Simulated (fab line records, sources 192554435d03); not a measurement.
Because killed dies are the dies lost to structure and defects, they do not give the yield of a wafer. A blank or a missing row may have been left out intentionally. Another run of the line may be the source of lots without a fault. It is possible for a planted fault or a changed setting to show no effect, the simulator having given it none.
Chamber matching | flow n5Finfet | N5_BEOL_M11_STRIP_36 on rieDiel-05 has 4 sister chambers
The step strips in N2/H2. 8 wafers are shown with their chamber, then 12 later ones without.

== WAFERS WITH THEIR CHAMBER ==
wafer  | chamber | drypumpMotorCurrentA (A) | showerheadPlenumPTorr (Torr)
L075.1 | 0       | 5.8                      | 2.50
L081.1 | 3       | 6.4                      | 2.47
L081.2 | 2       | 5.9                      | 2.53
L081.5 | 2       | 5.9                      | 2.53
L085.5 | 3       | 6.4                      | 2.46
L086.2 | 1       | 5.7                      | 2.59
L086.5 | 0       | 5.9                      | 2.49
L086.6 | 1       | 5.7                      | 2.59

== WAFERS WITH NO CHAMBER GIVEN ==
wafer  | drypumpMotorCurrentA (A) | showerheadPlenumPTorr (Torr)
L087.1 | 5.8                      | 2.49
L087.4 | 5.6                      | 2.59
L087.5 | 5.7                      | 2.59
L094.1 | 5.7                      | 2.59
L094.2 | 5.9                      | 2.48
L094.4 | 6.4                      | 2.46
L093.2 | 6.4                      | 2.45
L093.4 | 5.7                      | 2.59
L093.5 | 6.4                      | 2.46
L096.1 | 6.4                      | 2.45
L096.2 | 5.8                      | 2.48
L096.3 | 5.7                      | 2.59

== EACH ONE'S CHAMBER ==
wafer  | from the rows above | in truth
L087.1 | 0                   | 0
L087.4 | 1                   | 1
L087.5 | 1                   | 1
L094.1 | 1                   | 1
L094.2 | 0                   | 0
L094.4 | 3                   | 3
L093.2 | 3                   | 3
L093.4 | 1                   | 1
L093.5 | 3                   | 3
L096.1 | 3                   | 3
L096.2 | 0                   | 0
L096.3 | 1                   | 1
12 of 12 placed correctly. Number that these rows cannot place: 0. Wrongly placed: 0.
How it was worked out, from the rows above alone: a wafer's distance from a chamber is the root of the sum, over the readings, of the square of ((its reading less the chamber's mean) divided by the reading's scatter). If the next closest chamber is less than 2 further off than the closest, the wafer can't be placed; otherwise it belongs to the closest. The mean given for a chamber averages the wafers shown for that chamber. The scatter: the root of (the sum of the squares of (reading less its chamber's mean) over the shown wafers, divided by (wafers less chambers)).
